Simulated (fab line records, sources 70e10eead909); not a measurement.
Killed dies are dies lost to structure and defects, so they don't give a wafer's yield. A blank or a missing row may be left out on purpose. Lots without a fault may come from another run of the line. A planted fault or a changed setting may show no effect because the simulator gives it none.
A struck lot beside a sound one | flow nand_harc | 14 steps out of a route of 1302
Sound: wafers L543.3, L543.5, L543.6. Struck: wafers L554.5, L554.6. (L554.3 of the same lot was not struck and is left out.) The cause comes at the end.
At each step with rows: each side's tool, then ch and its chambers, then its first start. Under that, the readings that differ: sound wafers | struck wafers | difference of the means | sigmas: that difference in standard deviations of wafers without a fault.
alike: readings whose means differ by less than 2 such deviations, and words and numbers that are the same on both sides. not compared: withheld readings, readings that some wafer has no value for, bounds like >300 that may hide the same value, and numbers for which the record gives no deviation and whose values overlap.
The two part at a step that has a row with sigmas, a row that says differs or no value, or rows on one side only. Numbers that don't overlap but have no deviation are shown without sigmas and don't part them. A reading that every wafer of one side lacks parts them only if that side has two wafers or more.

first, 1 step without rows for these wafers: NHARC_A_CONTACT_ETCH_112 (etches the open film in C4F8/O2/Ar, time 190 s, target depth 1850 nm).
NHARC_A_CONTACT_ETCH_113: etches the open film in C4F8/O2/Ar, time 190 s, target depth 1850 nm.
  sound on har_cap_etch-02 ch 0,1, day 22 05:47; struck on har_cap_etch-03 ch 0,1, day 26 13:25
  not compared: rf_hours_counter_h, run_length_s
NHARC_A_CONTACT_ETCH_114: etches the open film in C4F8/O2/Ar, time 190 s, target depth 1850 nm.
  sound on har_cap_etch-02 ch 0,1, day 22 05:57; struck on har_cap_etch-03 ch 0,1, day 26 13:35
  not compared: rf_hours_counter_h, run_length_s
then, 5 steps without rows for these wafers: NHARC_A_CONTACT_ETCH_115 (etches the open film in C4F8/O2/Ar, time 190 s, target depth 1850 nm); NHARC_A_CONTACT_ETCH_116 (etches the open film in C4F8/O2/Ar, time 190 s, target depth 1850 nm); NHARC_A_CONTACT_ETCH_117 (etches the open film in C4F8/O2/Ar, time 190 s, target depth 1850 nm); NHARC_A_CONTACT_ETCH_118 (etches the open film in C4F8/O2/Ar, time 190 s, target depth 1850 nm); NHARC_A_CONTACT_ETCH_119 (etches the open film in C4F8/O2/Ar, time 190 s, target depth 1850 nm).
NHARC_A_CONTACT_ETCH_120: etches the open film in C4F8/O2/Ar, time 190 s, target depth 1850 nm.
  sound on har_cap_etch-02 ch 0,1, day 22 06:58; struck on har_cap_etch-03 ch 0,1, day 26 14:37
  not compared: rf_hours_counter_h, run_length_s
NHARC_A_CONTACT_ETCH_121: etches the open film in C4F8/O2/Ar, time 190 s, target depth 1850 nm.
  sound on har_cap_etch-02 ch 0,1, day 22 07:09; struck on har_cap_etch-03 ch 0,1, day 26 14:47
  not compared: rf_hours_counter_h, run_length_s
then, 1 step without rows for these wafers: NHARC_A_CONTACT_ETCH_122 (etches the open film in C4F8/O2/Ar, time 190 s, target depth 1850 nm).
NHARC_A_CONTACT_ETCH_123: etches the open film in C4F8/O2/Ar, time 490 s, target depth 2110 nm.
  sound on har_cap_etch-02 ch 0,1, day 22 07:40; struck on har_cap_etch-03 ch 0,1, day 26 15:17
  alike: run_length_s
  not compared: rf_hours_counter_h
NHARC_A_CONTACT_ETCH_90: etches the open film in CH3F/O2, target depth 40 nm, time 85.7 s.
  sound on rie_diel-03 ch 0,3, day 22 08:22; struck on rie_diel-08 ch 2,3, day 26 16:03
  reading          | sound             | struck    | difference | sigmas
  run_length_s (s) | 107.7 107.4 107.1 | 80.5 80.1 | -27.1      | -80
  alike: drypump_motor_current_A, oes_product_au, rf_vpp_V, showerhead_plenum_p_Torr, throttle_valve_pct
  not compared: rf_hours_counter_h
then, 1 step without rows for these wafers: NHARC_A_CONTACT_ETCH_96 (etches the open film in C4F6/O2, target depth 20 nm, time 10 s).

WHERE THEY PART
Only at NHARC_A_CONTACT_ETCH_90, within this record.

WHY: what the simulator had put in
Process parameter drift: rie_diel-08, from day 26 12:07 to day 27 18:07, at NHARC_A_CONTACT_ETCH_90. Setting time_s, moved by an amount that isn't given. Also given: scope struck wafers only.
